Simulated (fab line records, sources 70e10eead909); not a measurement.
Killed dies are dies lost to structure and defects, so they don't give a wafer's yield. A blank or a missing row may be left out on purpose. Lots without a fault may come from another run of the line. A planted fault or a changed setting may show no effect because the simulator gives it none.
A struck lot beside a sound one | flow nand_harc | 40 steps out of a route of 1159
Sound: wafers L261.1, L261.3, L261.4. Struck: wafers L268.3, L268.4, L268.6. The cause comes at the end.
At each step with rows: each side's tool, then ch and its chambers, then its first start. Under that, the readings that differ: sound wafers | struck wafers | difference of the means | sigmas: that difference in standard deviations of wafers without a fault.
alike: readings whose means differ by less than 2 such deviations, and words and numbers that are the same on both sides. not compared: withheld readings, readings that some wafer has no value for, bounds like >300 that may hide the same value, and numbers for which the record gives no deviation and whose values overlap.
The two part at a step that has a row with sigmas, a row that says differs or no value, or rows on one side only. Numbers that don't overlap but have no deviation are shown without sigmas and don't part them. A reading that every wafer of one side lacks parts them only if that side has two wafers or more.

NHARC_A_CONTACT_DESCUM_13: chemistry O2, time 3 s.
  sound on rie_diel-09 ch 0,2,3, day 17 11:04; struck on rie_diel-11 ch 1,2,3, day 20 20:31
  reading                         | sound          | struck         | difference | sigmas
  showerhead_plenum_p_Torr (Torr) | 2.06 1.96 1.93 | 1.76 1.77 1.78 | -0.21      | -2
  alike: drypump_motor_current_A, oes_product_au, rf_vpp_V, throttle_valve_pct
  not compared: rf_hours_counter_h
NHARC_A_CONTACT_ETCH_88: etches the open film in CF4, target depth 39 nm, time 65 s.
  sound on rie_diel-09 ch 0,2,3, day 17 11:12; struck on rie_diel-11 ch 0,1,3, day 20 20:35
  reading                | sound                | struck               | difference | sigmas
  throttle_valve_pct (%) | 13.268 13.276 13.276 | 13.305 13.293 13.279 | +0.019     | +2
  alike: bias_w, drypump_motor_current_A, oes_product_au, rf_vpp_V, showerhead_plenum_p_Torr
  not compared: rf_hours_counter_h
then, 4 steps without rows for these wafers: NHARC_A_CONTACT_ETCH_89 (etches the open film in N2/H2, target depth 260 nm, time 475.3 s); NHARC_A_CONTACT_ETCH_30 (etches the open film in CF4/CHF3, target depth 60.5 nm, time 30.2 s); NHARC_A_CONTACT_ETCH_31 (etches the open film in O2/COS, target depth 2000 nm, time 520 s); NHARC_A_CONTACT_ETCH_134 (etches the open film in C4F8/O2/Ar, time 140 s, target depth 700 nm).
NHARC_A_CONTACT_ETCH_135: etches the open film in C4F8/O2/Ar, time 132 s, target depth 1287 nm.
  sound on har_cap_etch-01 ch 0,1, day 17 12:18; struck on har_cap_etch-02 ch 0,1, day 20 21:47
  not compared: rf_hours_counter_h
then, 4 steps without rows for these wafers: NHARC_A_CONTACT_ETCH_136 (etches the open film in C4F8/O2/Ar, time 132 s, target depth 1287 nm); NHARC_A_CONTACT_ETCH_137 (etches the open film in C4F8/O2/Ar, time 132 s, target depth 1287 nm); NHARC_A_CONTACT_ETCH_138 (etches the open film in C4F8/O2/Ar, time 132 s, target depth 1289 nm); NHARC_A_CONTACT_ETCH_139 (etches the open film in C4F8/O2/Ar, time 137 s, target depth 590 nm).
NHARC_A_CONTACT_ETCH_92: etches the open film in CH3F/O2, target depth 40 nm, time 85.7 s.
  sound on rie_diel-11 ch 0,1,3, day 17 13:13; struck on rie_diel-11 ch 0,1,3, day 20 22:38
  reading               | sound          | struck         | difference | sigmas
  oes_product_au (a.u.) | 1.00 1.01 1.00 | 0.91 0.92 0.93 | -0.08      | -3
  alike: bias_w, drypump_motor_current_A, rf_vpp_V, showerhead_plenum_p_Torr, throttle_valve_pct
  not compared: rf_hours_counter_h
NHARC_A_CONTACT_ETCH_98: etches the open film in C4F6/O2, target depth 20 nm, time 10 s.
  sound on rie_diel-11 ch 1,2,3, day 17 13:20; struck on rie_diel-11 ch 0,1, day 20 22:46
  alike: bias_w, drypump_motor_current_A, oes_product_au, rf_vpp_V, showerhead_plenum_p_Torr, throttle_valve_pct
  not compared: rf_hours_counter_h
NHARC_A_CONTACT_CD_MEAS_15:
  sound on cd_sem-01, day 17 13:25; struck on cd_sem-02, day 20 22:52
  alike: cd_nm
then, 8 steps without rows for these wafers: NHARC_A_CONTACT_STRIP_107 (strips in N2/H2); NHARC_A_CONTACT_STRIP_108 (strips in CF4/CHF3); NHARC_A_CONTACT_STRIP_109 (strips in O2/COS); NHARC_A_CONTACT_ETCH_110 (etches the open film in CF4/O2, target depth 50 nm, overetch 5 nm, time 27.5 s); NHARC_A_CONTACT_STRIP_26 (strips in O2); NHARC_A_CONTACT_STRIP_27 (strips in post etch residue remover, time 600 s); NHARC_A_CONTACT_ALD_18 (deposits TiN, target thk 3 nm, pulse time 1 s, ald cycles 150); NHARC_A_CONTACT_CVD_19 (deposits W, target thk 300 nm, time 802 s).
NHARC_A_CONTACT_CMP_20: polishes, t overpolish 30 s, target thk 300 nm.
  sound on cmp-01 ch 1,2,3, day 17 15:26; struck on cmp-01 ch 0,2,3, day 21 04:57
  alike: motor_current_A, overpolish_run_s, retaining_ring_pressure_frac, time_to_endpoint_s
then, 11 steps without rows for these wafers: NHARC_A_CONTACT_SRD_22; NHARC_A_BLC_DEHYDRATE_00 (time 120 s); NHARC_A_BLC_HMDS_01 (time 30 s); NHARC_A_BLC_COAT_02 (time 75 s); NHARC_A_BLC_COAT_03 (time 65 s); NHARC_A_BLC_COAT_04 (resist thk 90 nm); NHARC_A_BLC_SOFTBAKE_05 (time 55 s); NHARC_A_BLC_EBR_06; NHARC_A_BLC_EXPOSE_07 (exposes mask A BLC, target cd 100 nm); NHARC_A_BLC_PEB_08 (peb time 65 s); NHARC_A_BLC_DEVELOP_09 (develop time 35 s).
NHARC_A_BLC_CD_MEAS_10: target cd 100 nm.
  sound on cd_sem-01 ch 0, day 17 16:13; struck on cd_sem-03 ch 0, day 21 05:49
  alike: cd_nm
NHARC_A_BLC_OVL_MEAS_11:
  sound on overlay-02, day 17 16:17; struck on overlay-01, day 21 05:54
  alike: overlay_x_nm, overlay_y_nm
then, 3 steps without rows for these wafers: NHARC_A_BLC_DESCUM_15 (chemistry O2, time 3 s); NHARC_A_BLC_ETCH_16 (etches the open film in CF4, target depth 39 nm, time 65 s); NHARC_A_BLC_ETCH_17 (etches the open film in N2/H2, target depth 390 nm, time 609.38 s).
-- the record jumps here: 2 days lie between the struck wafers' starts before and after (it left off in module A_BLC and takes up again in module END, whose first step shown is number 1159 of the route) --
NHARC_END_SORT_01:
  the record has rows for the struck wafers here (prober-02 ch 0, day 23 08:57) and none for the sound ones

WHERE THEY PART
First at NHARC_A_CONTACT_DESCUM_13; last, within this record, at NHARC_END_SORT_01.

WHY: what the simulator had put in
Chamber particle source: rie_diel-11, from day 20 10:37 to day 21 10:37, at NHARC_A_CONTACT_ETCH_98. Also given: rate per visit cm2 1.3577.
